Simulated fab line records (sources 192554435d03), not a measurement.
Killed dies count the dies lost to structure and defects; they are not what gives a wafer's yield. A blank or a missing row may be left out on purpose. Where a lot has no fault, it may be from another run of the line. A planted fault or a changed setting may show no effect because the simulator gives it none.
A lot that was struck, set against a sound lot -- flow n5Finfet -- 18 steps out of a route of 1938
Sound: the wafers L183.2, L183.3, L183.5. Struck: wafer L199.2 (L199.3, L199.6, from the same lot, were not struck and are left out); the cause is given at the end.
At each step with rows: each side's tool, then ch and its chambers, then its first start. Under that, the readings that differ: sound wafers -- struck wafers -- difference of the means -- sigmas: that difference in standard deviations of wafers without a fault.
alike: words and numbers the same on both sides, and readings whose means are apart by under 2 such deviations; not compared: readings that were withheld, readings missing a value for some wafer, numbers with overlapping values and no deviation given by the record, and bounds like >300 which may hide the same value.
A row with sigmas, a row that says differs or no value, or rows on one side alone: a step with any of these is where the two part. Numbers that have no deviation but don't overlap get no sigmas and don't part them. A reading that every wafer of one side lacks parts them only if that side has two wafers or more.

first, 2 steps without rows for these wafers: N5_BEOL_M1_ANNEAL_82 (time 240 s); N5_BEOL_M1_SPUTTER_86 (material Cu, target thk 4.5 nm, time 8.29 s).
N5_BEOL_M1_ANNEAL_87: time 240 s.
  sound: pvdSputter-03 at day 6 12:45; struck: pvdSputter-01 at day 10 11:04
  alike: heaterPowerW
then, 1 step without rows for these wafers: N5_BEOL_M1_SPUTTER_88 (material Cu, target thk 4.5 nm, time 8.29 s).
N5_BEOL_M1_ANNEAL_89: time 240 s.
  sound: pvdSputter-03 at day 6 12:58; struck: pvdSputter-01 at day 10 11:17
  alike: heaterPowerW
N5_BEOL_M1_SPUTTER_90: material Cu, target thk 4.5 nm, time 8.29 s.
  sound: pvdSputter-03 at day 6 13:07; struck: pvdSputter-01 at day 10 11:26
  alike: throttleValvePct
then, 1 step without rows for these wafers: N5_BEOL_M1_ANNEAL_91 (time 240 s).
N5_BEOL_M1_SPUTTER_92: material Cu, target thk 4.5 nm, time 8.29 s.
  sound: pvdSputter-03 at day 6 13:20; struck: pvdSputter-01 at day 10 11:39
  alike: throttleValvePct
then, 4 steps without rows for these wafers: N5_BEOL_M1_ANNEAL_93 (time 240 s); N5_BEOL_M1_SPUTTER_94 (material Cu, target thk 4.5 nm, time 8.29 s); N5_BEOL_M1_ANNEAL_95 (time 240 s); N5_BEOL_M1_SPUTTER_96 (material Cu, target thk 4.5 nm, time 8.29 s).
N5_BEOL_M1_ECD_50: material Cu, target thk 300 nm.
  sound on ecdCu-01 ch 0,1, day 6 13:53; struck on ecdCu-01 ch 0, day 10 12:12
reading,sound,struck,difference,sigmas
model.Cu_of_BEOL_M1_ECD_50.thkNm (nm),298 300.4 299.6,215.6,-83.7,
N5_BEOL_M1_ANNEAL_51: time 90 s.
  sound on rtpAnneal-01 ch 0, day 6 14:01; struck on rtpAnneal-02 ch 0, day 10 12:29
  alike: wafer_temp_C_max
N5_BEOL_M1_CMP_52: polishes, stops on SiOC, t overpolish 6.8 s, target thk 40 nm.
  sound on cmp-01 ch 1,3, day 6 14:16; struck on cmp-04 ch 2, day 10 12:49
reading,sound,struck,difference,sigmas
motorCurrentA (A),5.1 5.9 5.9,7.5,+1.9,+2
  alike: timeToEndpointS
N5_BEOL_M1_THK_MEAS_53: measures by xrf.
  sound: filmMetro-02 at day 6 14:34; struck: filmMetro-01 at day 10 13:02
  alike: M1_THK
N5_BEOL_M4_RC_MEAS_101:
  sound on prober-02 ch 0, day 7 22:53; struck on prober-01 ch 0, day 12 01:40
reading,sound,struck,difference,sigmas
ION_N (uA/um),694 682 675,653,-31,-3
ION_P (uA/um),467 469 457,445,-19,-2
VT_N (mV),243 245 249,253,+7,+2
  alike: DIBL_N, DIBL_P, IOFF_N, IOFF_P, SS_N, SS_P, VT_P
-- the record jumps here: 5 days lie between the struck wafers' starts before and after (it left off in module BEOL_M4 and takes up again in module PASSIVATION, whose first step shown is number 1936 of the route) --
N5_PASSIVATION_PROBE_49:
  sound: prober-02 at day 12 06:41; struck: prober-01 at day 16 13:44
reading,sound,struck,difference,sigmas
killedShort,40 31 54,21,-21,-3
  alike: defectLimitedYield, killed_at_M0_to_M3, killed_at_M4_up, killedAtContacts, killedAtFrontEnd, killedAtOther, killedDies, killedOnRim, killedOpen, sort_bin_5_function, sort_bin_6_memory, sortNPass, sortYieldPct

WHERE THEY PART
Earliest at N5_BEOL_M1_CMP_52; latest, in this record, at N5_PASSIVATION_PROBE_49.

WHY: what had been put in by the simulator
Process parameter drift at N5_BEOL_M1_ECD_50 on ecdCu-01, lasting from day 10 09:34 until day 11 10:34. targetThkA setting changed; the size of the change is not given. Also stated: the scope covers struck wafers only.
